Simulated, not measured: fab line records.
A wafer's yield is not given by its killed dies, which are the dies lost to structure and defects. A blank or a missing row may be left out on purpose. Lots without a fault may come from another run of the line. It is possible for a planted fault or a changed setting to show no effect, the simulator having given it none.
fab line records | flow n5Finfet
record lots=7 | wafers=21 | lastDay=18
route steps=1938 shown BEOL_M10@1483 BEOL_M15@1830
lots untouched by any fault: they come from a run of this same line in which no faults occurred
startH: the number of hours between the record's first day and the start of the first shown wafer of the lot | waitH: hours elapsed since this lot's preceding step | " unchanged from the row above | L1.1+2: a single row standing in for several wafers | - no value present, or no start provided | * or withheld: withheld | < > ~ a bound
route shown NAME@n: a module of which the file shows steps, and the number in the route of the first | usual: mean and standard deviation over wafers with no fault | same: alike in all rows | chamber/n: place in a boat | sites: per-site readings | _std_site: their standard deviation | _edge_site: inner sites' mean taken away from outer sites' mean | radiusMm: for every site, how far away it sits from the centre of the wafer | mask NAME#n: copy n | behind: the tool/chamber that last shaped the wafer | hold: the reason the lot was held/the length of the hold in hours/how it ended | device: the transistor (n, p or np) that didn't switch | end of line: the tests these same wafers got at the end of their route | a step given without rows: its recipe and nothing more | killed: dies lost to structure and defects at the first sort, not the wafer's yield | map: a wafer's dies, marking killed ones x, the rest . and places with no die _
set.NAME: setting as actually run; set.NAME@STEP: the setting as run at that earlier step | model.NAME: the simulator's own value behind a step, which no gauge read
steps of the route over a sample of lots; a table a step, a row a wafer
services: the hour from which a tool's chamber was out of use, counted from the record's first day as startH (under 0 if before that day), plus the number of hours and why
## steps
# step N5_BEOL_M10_CD_MEAS_11
# recipe targetCdNm=64.1 | landingEnergyEv=500 | detector=seInlens | polarity=opening
# usual cdNm=64.3/0.7
lot.wafer | tool     | chamber | startH | waitH | cdNm
L577.4    | cdSem-02 | 0       | 249.01 | -     | 64.8
L577.5    | "        | 0       | "      | "     | 64.9
L577.6    | "        | 0       | "      | "     | 64.3
L585.1    | cdSem-03 | 0       | 292.84 | -     | 64.3
L585.2    | "        | 0       | "      | "     | 64.6
L585.5    | "        | 0       | "      | "     | 64.0
L586.2    | cdSem-03 | 0       | 297.59 | -     | 63.9
L586.4    | "        | 0       | "      | "     | 65.0
L586.6    | "        | 0       | "      | "     | 64.9
L588.2    | cdSem-01 | 0       | 310.34 | -     | 64.9
L588.4    | "        | 0       | "      | "     | 63.1
L588.6    | "        | 0       | "      | "     | 64.7
L593.2    | cdSem-01 | 0       | 339.04 | -     | 64.5
L593.3    | "        | 0       | "      | "     | 65.0
L593.5    | "        | 0       | "      | "     | 64.6
L597.3    | cdSem-02 | 0       | 366.23 | -     | 64.4
L597.5    | "        | 0       | "      | "     | 64.4
L597.6    | "        | 0       | "      | "     | 63.6
L598.1    | cdSem-02 | 0       | 369.75 | -     | 63.9
L598.3    | "        | 0       | "      | "     | 64.4
L598.4    | "        | 0       | "      | "     | 63.7
# step N5_BEOL_M10_TRENCH_ETCH_37
# recipe chemistry=C4F6/O2 | targetDepthA=1488.3 | target=SiCOH_lowk | timeS=48 | ionEnergyEv=250 | pressureMtorr=30 | sourceW=345 | biasW=185 | Ar_flow_sccm=300 | C4F6_flow_sccm=10 | O2_flow_sccm=10
# usual drypumpMotorCurrentA=5.6/0.41 | oes_ar_750_au=0.82/0.073 | oesProductAu=0.82/0.078 | rfVppV=662/19 | runLengthS=71.3/0.36 | showerheadPlenumPTorr=2.83/0.09 | throttleValvePct=20.78/0.21
lot.wafer | tool       | chamber | startH | waitH | drypumpMotorCurrentA | oes_ar_750_au | oesProductAu | rfHoursCounterH | rfVppV | runLengthS | showerheadPlenumPTorr | throttleValvePct
L577.4    | rieDiel-04 | 3       | 252.41 | -     | 5.1                  | 0.80          | 0.80         | 113             | 643    | 71.2       | 2.76                  | 21.08
L577.5    | "          | 1       | "      | "     | 5.8                  | 0.88          | 0.92         | -               | 697    | 70.8       | 2.92                  | 20.95
L577.6    | "          | 2       | "      | "     | 6.0                  | 0.70          | 0.69         | -               | 655    | 71.5       | 2.80                  | 20.59
L585.1    | rieDiel-06 | 1       | 294.20 | -     | 6.3                  | 0.87          | 0.83         | 62              | 637    | 70.9       | 2.97                  | 20.70
L585.2    | "          | 0       | "      | "     | 5.2                  | 0.69          | 0.68         | 243             | 642    | 86.3       | 2.93                  | 20.76
L585.5    | "          | 0       | "      | "     | 5.2                  | 0.69          | 0.68         | -               | 641    | 86.7       | 2.93                  | 20.77
L586.2    | rieDiel-06 | 0       | 300.60 | -     | 5.2                  | 0.69          | 0.68         | 246             | 642    | 86.4       | 2.93                  | 20.80
L586.4    | "          | 3       | "      | "     | 5.1                  | 0.79          | 0.82         | 89              | 642    | 71.5       | 2.76                  | 20.90
L586.6    | "          | 1       | "      | "     | 6.4                  | 0.87          | 0.85         | -               | 640    | 71.0       | 2.97                  | 20.71
L588.2    | rieDiel-01 | 1       | 311.69 | -     | 5.3                  | 0.90          | 0.89         | 22              | 676    | 71.6       | 2.79                  | 20.91
L588.4    | "          | 3       | "      | "     | 6.1                  | 0.90          | 0.90         | 31              | 673    | 71.0       | 2.74                  | 20.35
L588.6    | "          | 2       | "      | "     | 5.6                  | 0.81          | 0.80         | -               | 639    | 71.5       | 2.74                  | 20.74
L593.2    | rieDiel-04 | 0       | 340.63 | -     | 6.0                  | 0.75          | 0.75         | 175             | 646    | 71.3       | 2.74                  | 20.85
L593.3    | "          | 1       | "      | "     | 5.9                  | 0.82          | 0.86         | 43              | 696    | 70.9       | 2.91                  | 21.00
L593.5    | "          | 1       | "      | "     | 5.8                  | 0.82          | 0.87         | -               | 697    | 70.9       | 2.91                  | 21.02
L597.3    | rieDiel-01 | 2       | 368.70 | -     | 5.6                  | 0.78          | 0.78         | 123             | 640    | 72.0       | 2.73                  | 20.77
L597.5    | "          | 0       | "      | "     | 5.2                  | 0.76          | 0.76         | -               | 679    | 71.7       | 2.94                  | 20.88
L597.6    | "          | 1       | "      | "     | 5.3                  | 0.86          | 0.86         | -               | 675    | 71.1       | 2.78                  | 20.94
L598.1    | rieDiel-06 | 3       | 371.67 | -     | 5.1                  | 0.77          | 0.78         | 116             | 640    | 71.5       | 2.74                  | 20.97
L598.3    | "          | 0       | "      | "     | 5.2                  | 0.96          | 0.97         | 13              | 684    | 71.0       | 2.92                  | 20.54
L598.4    | "          | 1       | "      | "     | 6.4                  | 0.84          | 0.80         | 91              | 639    | 71.2       | 2.96                  | 20.75
# step N5_BEOL_M10_OCD_MEAS_38
# usual trenchDepthNm=150/3.4
lot.wafer | tool   | chamber | startH | waitH | trenchDepthNm
L577.4    | ocd-02 | -       | 252.60 | -     | 147
L577.5    | "      | -       | "      | "     | 155
L577.6    | "      | -       | "      | "     | 145
L585.1    | ocd-02 | -       | 294.38 | -     | 149
L585.2    | "      | -       | "      | "     | 191
L585.5    | "      | -       | "      | "     | 191
L586.2    | ocd-02 | -       | 300.79 | -     | 195
L586.4    | "      | -       | "      | "     | 149
L586.6    | "      | -       | "      | "     | 151
L588.2    | ocd-01 | -       | 311.88 | -     | 151
L588.4    | "      | -       | "      | "     | 149
L588.6    | "      | -       | "      | "     | 147
L593.2    | ocd-01 | -       | 340.82 | -     | 151
L593.3    | "      | -       | "      | "     | 155
L593.5    | "      | -       | "      | "     | 156
L597.3    | ocd-01 | -       | 368.88 | -     | 147
L597.5    | "      | -       | "      | "     | 151
L597.6    | "      | -       | "      | "     | 151
L598.1    | ocd-01 | -       | 371.86 | -     | 146
L598.3    | "      | -       | "      | "     | 155
L598.4    | "      | -       | "      | "     | 147
# step N5_BEOL_M10_DEGAS_44
# recipe ambient=vacuum | tempC=250 | timeS=60
# usual heaterPowerW=330/26
lot.wafer | tool          | chamber | startH | waitH | heaterPowerW
L577.4    | pvdSputter-02 | -       | 253.59 | 0.6   | 306
L577.5    | "             | -       | "      | "     | 346
L577.6    | "             | -       | "      | "     | 313
L585.1    | pvdSputter-01 | -       | 295.21 | 0.6   | 329
L585.2    | "             | -       | "      | "     | 302
L585.5    | "             | -       | "      | "     | 363
L586.2    | pvdSputter-02 | -       | 301.67 | 0.6   | 314
L586.4    | "             | -       | "      | "     | 317
L586.6    | "             | -       | "      | "     | 326
L588.2    | pvdSputter-03 | -       | 312.47 | 0.3   | 378
L588.4    | "             | -       | "      | "     | 309
L588.6    | "             | -       | "      | "     | 315
L593.2    | pvdSputter-03 | -       | 341.64 | 0.5   | 316
L593.3    | "             | -       | "      | "     | 394
L593.5    | "             | -       | "      | "     | 307
L597.3    | pvdSputter-02 | -       | 369.51 | 0.3   | 317
L597.5    | "             | -       | "      | "     | 332
L597.6    | "             | -       | "      | "     | 314
L598.1    | pvdSputter-03 | -       | 372.40 | 0.3   | 314
L598.3    | "             | -       | "      | "     | 325
L598.4    | "             | -       | "      | "     | 391
# step N5_BEOL_M10_ALD_74
# recipe material=TaN | targetThkA=20 | tempC=275 | aldPrecursorFamily=PDMAT | aldCoReactant=NH3 | pressureTorr=3 | carrierFlowSccm=1500 | pulseTimeS=2 | purgeTimeS=3 | coReactantPurgeTimeS=2 | coReactantPulseTimeS=3 | aldCycles=40 | precursorVesselTempC=75 | precursorVesselPressureTorr=26.25 | precursorVesselCarrierSccm=1000
# usual heaterPowerW=402/41
lot.wafer | tool        | chamber | startH | waitH | heaterPowerW
L577.4    | aldMetal-02 | 0       | 253.69 | 0.0   | 360
L577.5    | "           | 1       | "      | "     | 355
L577.6    | "           | 2       | "      | "     | 321
L585.1    | aldMetal-02 | 0       | 295.35 | 0.1   | 374
L585.2    | "           | 1       | "      | "     | 367
L585.5    | "           | 0       | "      | "     | 363
L586.2    | aldMetal-02 | 0       | 301.77 | 0.0   | 371
L586.4    | "           | 2       | "      | "     | 334
L586.6    | "           | 2       | "      | "     | 326
L588.2    | aldMetal-04 | 1       | 312.57 | 0.0   | 418
L588.4    | "           | 0       | "      | "     | 400
L588.6    | "           | 0       | "      | "     | 405
L593.2    | aldMetal-03 | 2       | 341.81 | 0.1   | 431
L593.3    | "           | 3       | "      | "     | 390
L593.5    | "           | 1       | "      | "     | 470
L597.3    | aldMetal-03 | 0       | 369.76 | 0.2   | 369
L597.5    | "           | 3       | "      | "     | 391
L597.6    | "           | 2       | "      | "     | 434
L598.1    | aldMetal-04 | 3       | 372.50 | 0.0   | 415
L598.3    | "           | 0       | "      | "     | 394
L598.4    | "           | 2       | "      | "     | 451
# step N5_BEOL_M10_THK_MEAS_53
# recipe thkMeasGauge=xrf | reads=Cu_of_BEOL_M10_ECD_50
# usual M10_THK=143/3.7
lot.wafer | tool         | chamber | startH | waitH | M10_THK[nm]
L577.4    | filmMetro-02 | -       | 255.78 | -     | 139
L577.5    | "            | -       | "      | "     | 150
L577.6    | "            | -       | "      | "     | 135
L585.1    | filmMetro-02 | -       | 297.33 | -     | 142
L585.2    | "            | -       | "      | "     | 182
L585.5    | "            | -       | "      | "     | 181
L586.2    | filmMetro-02 | -       | 303.26 | -     | 187
L586.4    | "            | -       | "      | "     | 142
L586.6    | "            | -       | "      | "     | 142
L588.2    | filmMetro-01 | -       | 315.39 | -     | 144
L588.4    | "            | -       | "      | "     | 143
L588.6    | "            | -       | "      | "     | 138
L593.2    | filmMetro-02 | -       | 343.36 | -     | 142
L593.3    | "            | -       | "      | "     | 146
L593.5    | "            | -       | "      | "     | 146
L597.3    | filmMetro-02 | -       | 371.30 | -     | 140
L597.5    | "            | -       | "      | "     | 143
L597.6    | "            | -       | "      | "     | 142
L598.1    | filmMetro-02 | -       | 373.77 | -     | 141
L598.3    | "            | -       | "      | "     | 149
L598.4    | "            | -       | "      | "     | 140
# step N5_BEOL_M10_RS_MEAS_57
# recipe thkMeasGauge=four-point-probe | reads=Cu_of_BEOL_M10_ECD_50+Co_of_BEOL_M10_CVD_75+TaN_of_BEOL_M10_ALD_74
# usual M10_RS=0.150/0.0042
lot.wafer | tool         | chamber | startH | waitH | M10_RS[ohm/sq]
L577.4    | filmMetro-02 | -       | 255.95 | 0.1   | 0.153
L577.5    | "            | -       | "      | "     | 0.142
L577.6    | "            | -       | "      | "     | 0.158
L585.1    | filmMetro-02 | -       | 297.47 | 0.1   | 0.150
L585.2    | "            | -       | "      | "     | 0.114
L585.5    | "            | -       | "      | "     | 0.116
L586.2    | filmMetro-02 | -       | 303.43 | 0.1   | 0.111
L586.4    | "            | -       | "      | "     | 0.150
L586.6    | "            | -       | "      | "     | 0.149
L588.2    | filmMetro-02 | -       | 315.53 | 0.1   | 0.149
L588.4    | "            | -       | "      | "     | 0.149
L588.6    | "            | -       | "      | "     | 0.155
L593.2    | filmMetro-01 | -       | 343.50 | 0.1   | 0.150
L593.3    | "            | -       | "      | "     | 0.146
L593.5    | "            | -       | "      | "     | 0.145
L597.3    | filmMetro-01 | -       | 371.43 | 0.1   | 0.154
L597.5    | "            | -       | "      | "     | 0.150
L597.6    | "            | -       | "      | "     | 0.152
L598.1    | filmMetro-01 | -       | 373.91 | 0.1   | 0.152
L598.3    | "            | -       | "      | "     | 0.143
L598.4    | "            | -       | "      | "     | 0.153
# step N5_BEOL_M15_RC_MEAS_101
# usual COMB_M11=1.5e-11/3.2e-12 | COMB_M12=6.4e-12/1.4e-12 | COMB_M13=5e-12/9.5e-13 | COMB_M14=3.6e-12/1e-12 | COMB_M15=2.5e-12/7.3e-13 | COMB_M5=3.7e-11/7.9e-12 | COMB_M6=2.3e-11/4.6e-12 | COMB_M7=2.5e-11/4.8e-12 | COMB_M8=2.5e-11/5.3e-12 | COMB_M9=1.4e-11/3e-12 | SERP_M10=3.02/0.1 | SERP_M10_max_site=3.10/0.11 | SERP_M11=3.09/0.093 | SERP_M12=0.644/0.021 | SERP_M13=0.313/0.0081 | SERP_M14=0.160/0.0057 | SERP_M5=39.0/2.2 | SERP_M6=13.8/0.78 | SERP_M6_max_site=14.3/0.81 | SERP_M7=14.0/0.75 | SERP_M8=14.0/0.76 | SERP_M9=3.09/0.11
lot.wafer | tool      | chamber | startH | waitH | COMB_M11[S/m] | COMB_M12[S/m] | COMB_M13[S/m] | COMB_M14[S/m] | COMB_M15[S/m] | COMB_M5[S/m] | COMB_M6[S/m] | COMB_M7[S/m] | COMB_M8[S/m] | COMB_M9[S/m] | SERP_M10[ohm/um] | SERP_M10_max_site[ohm/um] | SERP_M11[ohm/um] | SERP_M12[ohm/um] | SERP_M13[ohm/um] | SERP_M14[ohm/um] | SERP_M5[ohm/um] | SERP_M6[ohm/um] | SERP_M6_max_site[ohm/um] | SERP_M7[ohm/um] | SERP_M8[ohm/um] | SERP_M9[ohm/um]
L577.4    | prober-02 | 0       | 283.27 | 0.5   | 1.4e-11       | 7.8e-12       | 5.4e-12       | 3.5e-12       | 3.3e-12       | 3.1e-11      | 2.2e-11      | 2.2e-11      | 2.7e-11      | 1.6e-11      | 3.04             | 3.06                      | 3.10             | 0.672            | 0.307            | 0.160            | 42.1            | 14.0            | 14.4                     | 12.5            | 14.3            | 2.92
L577.5    | "         | 0       | "      | "     | 1.6e-11       | 1e-11         | 5e-12         | 5e-12         | 3.3e-12       | 4.2e-11      | 1.9e-11      | 2.5e-11      | 2.9e-11      | 1.8e-11      | 2.86             | 2.89                      | 3.14             | 0.705            | 0.313            | 0.162            | 39.9            | 15.0            | 15.2                     | 13.4            | 13.9            | 3.01
L577.6    | "         | 0       | "      | "     | 1.8e-11       | 7e-12         | 3.4e-12       | 4.2e-12       | 2.7e-12       | 4.4e-11      | 2.8e-11      | 2.6e-11      | 3e-11        | 2.1e-11      | 3.16             | 3.22                      | 3.23             | 0.635            | 0.311            | 0.160            | 41.2            | 12.8            | 13.6                     | 13.3            | 14.7            | 3.21
L585.1    | prober-01 | 0       | 325.61 | 0.2   | 1.1e-11       | 5.4e-12       | 5.9e-12       | 3e-12         | 1.9e-12       | 2.5e-11      | 2.6e-11      | 2.5e-11      | 1.5e-11      | 1.3e-11      | 3.01             | 3.14                      | 3.14             | 0.623            | 0.315            | 0.155            | 38.8            | 11.9            | 12.7                     | 13.1            | 13.9            | 3.08
L585.2    | "         | 0       | "      | "     | 1.3e-11       | 6.3e-12       | 6.2e-12       | 1.9e-12       | 1.7e-12       | 2.4e-11      | 2e-11        | 3.2e-11      | 2.9e-11      | 1.2e-11      | 2.25             | 2.31                      | 3.01             | 0.623            | 0.311            | 0.158            | 35.3            | 13.2            | 13.7                     | 13.1            | 13.2            | 3.06
L585.5    | "         | 0       | "      | "     | 1.1e-11       | 5.8e-12       | 4.7e-12       | 3.6e-12       | 9e-13         | 3.9e-11      | 2.4e-11      | 2.2e-11      | 2.7e-11      | 9e-12        | 2.37             | 2.47                      | 3.19             | 0.631            | 0.319            | 0.161            | 36.6            | 13.0            | 13.6                     | 13.1            | 14.3            | 3.05
L586.2    | prober-02 | 0       | 340.41 | 0.2   | 1.3e-11       | 6.8e-12       | 4.2e-12       | 5e-12         | 2.5e-12       | 3.9e-11      | 2.2e-11      | 2.8e-11      | 2.1e-11      | 1.4e-11      | 2.21             | 2.28                      | 2.96             | 0.654            | 0.318            | 0.155            | 39.4            | 14.6            | 15.0                     | 14.2            | 13.2            | 3.13
L586.4    | "         | 0       | "      | "     | 2.6e-11       | 5.5e-12       | 4.2e-12       | 4e-12         | 2.9e-12       | 3.7e-11      | 2.2e-11      | 2.6e-11      | 2.4e-11      | 1.4e-11      | 3.00             | 3.08                      | 3.12             | 0.640            | 0.324            | 0.170            | 37.1            | 13.3            | 13.9                     | 13.3            | 12.6            | 3.04
L586.6    | "         | 0       | "      | "     | 1.6e-11       | 7.4e-12       | 5.3e-12       | 6.3e-12       | 3.6e-12       | 3.8e-11      | 2.2e-11      | 2.9e-11      | 2e-11        | 1.1e-11      | 2.95             | 3.03                      | 3.05             | 0.631            | 0.310            | 0.149            | 39.3            | 13.0            | 13.5                     | 14.3            | 13.0            | 3.09
L588.2    | prober-02 | 0       | 353.93 | 0.2   | 1.2e-11       | 5.8e-12       | 5.8e-12       | 3.7e-12       | 2.8e-12       | 2.9e-11      | 2e-11        | 3.3e-11      | 2.7e-11      | 1.7e-11      | 2.98             | 3.02                      | 3.21             | 0.666            | 0.313            | 0.160            | 38.3            | 12.7            | 12.9                     | 14.7            | 15.0            | 3.12
L588.4    | "         | 0       | "      | "     | 1.5e-11       | 7.6e-12       | 5.1e-12       | 3.8e-12       | 2.5e-12       | 4.1e-11      | 1.6e-11      | 3.2e-11      | 2.2e-11      | 1.4e-11      | 3.05             | 3.16                      | 3.20             | 0.652            | 0.315            | 0.160            | 38.6            | 13.5            | 14.0                     | 13.5            | 15.1            | 3.05
L588.6    | "         | 0       | "      | "     | 1.7e-11       | 5.5e-12       | 5.8e-12       | 4.6e-12       | 1.9e-12       | 6.8e-11      | 2.3e-11      | 2.2e-11      | 2.5e-11      | 2.2e-11      | 3.15             | 3.18                      | 3.02             | 0.678            | 0.310            | 0.153            | 37.2            | 13.1            | 13.3                     | 13.4            | 14.1            | 3.07
L593.2    | prober-01 | 0       | 373.26 | 0.2   | 1.4e-11       | 5.1e-12       | 4.3e-12       | 3.4e-12       | 2e-12         | 3.1e-11      | 2.1e-11      | 2.6e-11      | 2.1e-11      | 1.2e-11      | 3.03             | 3.14                      | 3.12             | 0.641            | 0.320            | 0.153            | 35.9            | 14.7            | 15.3                     | 15.2            | 14.5            | 3.09
L593.3    | "         | 0       | "      | "     | 1.5e-11       | 4e-12         | 3.9e-12       | 1.8e-12       | 1.4e-12       | 3.5e-11      | 2.3e-11      | 2.3e-11      | 1.9e-11      | 1.7e-11      | 2.89             | 2.95                      | 3.02             | 0.660            | 0.320            | 0.164            | 35.8            | 13.4            | 13.9                     | 14.0            | 14.5            | 3.09
L593.5    | "         | 0       | "      | "     | 1e-11         | 6.2e-12       | 4.8e-12       | 3.7e-12       | 1.5e-12       | 2.2e-11      | 3e-11        | 2.1e-11      | 2.7e-11      | 1.3e-11      | 2.87             | 3.00                      | 3.03             | 0.676            | 0.306            | 0.164            | 41.3            | 14.7            | 15.3                     | 14.7            | 14.3            | 3.21
L597.3    | prober-02 | 0       | 407.32 | 0.3   | 1.4e-11       | 5e-12         | 4.9e-12       | 3.4e-12       | 2.9e-12       | 3.6e-11      | 2.5e-11      | 3.4e-11      | 3.2e-11      | 1.5e-11      | 3.13             | 3.25                      | 2.96             | 0.633            | 0.308            | 0.162            | 36.4            | 13.2            | 13.6                     | 15.7            | 13.0            | 3.09
L597.5    | "         | 0       | "      | "     | 1.5e-11       | 5.8e-12       | 5.1e-12       | 4.2e-12       | 3.8e-12       | 4e-11        | 2.5e-11      | 2.9e-11      | 3.7e-11      | 1.7e-11      | 2.99             | 3.10                      | 3.13             | 0.610            | 0.311            | 0.166            | 38.7            | 13.1            | 13.8                     | 13.7            | 13.4            | 3.19
L597.6    | "         | 0       | "      | "     | 1.7e-11       | 6.1e-12       | 6.3e-12       | 4.4e-12       | 2.1e-12       | 4.2e-11      | 2.1e-11      | 4.2e-11      | 4e-11        | 1e-11        | 3.06             | 3.11                      | 3.03             | 0.660            | 0.310            | 0.162            | 39.2            | 14.2            | 14.8                     | 15.0            | 12.8            | 3.11
L598.1    | prober-02 | 0       | 412.37 | 0.0   | 1.2e-11       | 8.5e-12       | 5.5e-12       | 2.6e-12       | 3e-12         | 4.3e-11      | 2.4e-11      | 2.5e-11      | 2.2e-11      | 1.2e-11      | 3.10             | 3.16                      | 3.01             | 0.618            | 0.322            | 0.160            | 38.2            | 13.7            | 14.2                     | 13.0            | 14.0            | 2.94
L598.3    | "         | 0       | "      | "     | 1.5e-11       | 6.8e-12       | 6e-12         | 2.9e-12       | 2.2e-12       | 3.4e-11      | 2.3e-11      | 2.8e-11      | 3.2e-11      | 1e-11        | 2.91             | 3.00                      | 3.16             | 0.645            | 0.314            | 0.164            | 40.1            | 13.6            | 14.4                     | 13.7            | 13.5            | 2.93
L598.4    | "         | 0       | "      | "     | 1.5e-11       | 5.7e-12       | 6.9e-12       | 2.8e-12       | 3.4e-12       | 3.8e-11      | 2.5e-11      | 2.4e-11      | 2.8e-11      | 1.2e-11      | 3.08             | 3.34                      | 3.23             | 0.599            | 0.312            | 0.158            | 35.9            | 14.2            | 14.9                     | 12.9            | 14.0            | 3.00
# sites SERP_M10 radiusMm=0,75,75,75,75,140,140,140,140
L577.4 3.06 3.05 3.05 3.00 3.06 3.04 2.99 2.97 3.01
L585.1 2.91 2.95 3.01 2.94 2.97 3.14 3.10 3.13 3.07
L586.2 2.13 2.21 2.23 2.14 2.18 2.21 2.28 2.23 2.24
L588.2 3.01 2.98 3.01 3.02 3.00 2.96 2.96 2.92 2.91
L593.2 3.14 3.04 3.09 3.03 3.04 2.87 2.91 2.94 2.91
L597.3 3.25 3.25 3.13 3.22 3.24 3.01 2.98 3.05 2.99
L598.1 3.00 3.02 3.03 3.10 3.08 3.14 3.15 3.15 3.16
## services
tool          | chamber | startH | hours | kind
rieDiel-06    | -       | 256.88 | 0.1   | repair
aldMetal-02   | -       | 264.15 | 0.7   | repair
aldMetal-02   | 1       | 283.70 | 4.5   | repair
rieDiel-01    | -       | 284.58 | 0.4   | repair
rieDiel-06    | 0       | 311.12 | -     | clean
rieDiel-06    | 0       | 311.12 | -     | consumableReplace:esc
rieDiel-06    | 0       | 311.12 | -     | consumableReplace:focusRing
rieDiel-06    | 0       | 311.12 | 22.7  | scheduledDown
rieDiel-06    | 0       | 311.12 | 22.7  | ventCycle
aldMetal-02   | -       | 337.25 | 14.0  | pm
aldMetal-02   | 0       | 337.25 | 14.0  | ventCycle
aldMetal-02   | 1       | 337.25 | 14.0  | ventCycle
aldMetal-02   | 2       | 337.25 | 14.0  | ventCycle
aldMetal-02   | 3       | 337.25 | 14.0  | ventCycle
rieDiel-01    | 2       | 337.34 | 4.5   | repair
pvdSputter-01 | -       | 350.73 | 6.6   | repair
aldMetal-02   | 0       | 351.25 | -     | clean
aldMetal-02   | 1       | 351.25 | -     | clean
aldMetal-02   | 2       | 351.25 | -     | clean
aldMetal-02   | 3       | 351.25 | -     | clean
aldMetal-02   | -       | 352.46 | 28.1  | pm
rieDiel-04    | 2       | 353.14 | -     | clean
rieDiel-04    | 2       | 353.14 | -     | consumableReplace:focusRing
## key
firstSign step=N5_BEOL_M10_TRENCH_ETCH_37 | reading=runLengthS | direction=up | sigmas=42 | usual=* | struck=*
effect step=N5_BEOL_M10_OCD_MEAS_38 | reading=trenchDepthNm | direction=up | sigmas=13 | usual=150 | struck=192
effect step=N5_BEOL_M10_THK_MEAS_53 | reading=M10_THK | direction=up | sigmas=11 | usual=143 | struck=183
effect step=N5_BEOL_M10_RS_MEAS_57 | reading=M10_RS | direction=down | sigmas=8.6 | usual=0.150 | struck=0.114
effect step=N5_BEOL_M15_RC_MEAS_101 | reading=SERP_M10 | direction=down | sigmas=7.5 | usual=3.02 | struck=2.28
metAt N5_BEOL_M10_TRENCH_ETCH_37
struckLots L585,L586
struckWafers L585.2,L585.5,L586.2
notActingAt N5_BEOL_M10_CD_MEAS_11,N5_BEOL_M10_DEGAS_44,N5_BEOL_M10_ALD_74
fault kind=processParameterDrift | tool=rieDiel-06 | chamber=0 | onsetH=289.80 | steps=N5_BEOL_M10_TRENCH_ETCH_37 | channel=timeS | offset=* | shape=step | endH=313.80 | actsIn=* | stated=*
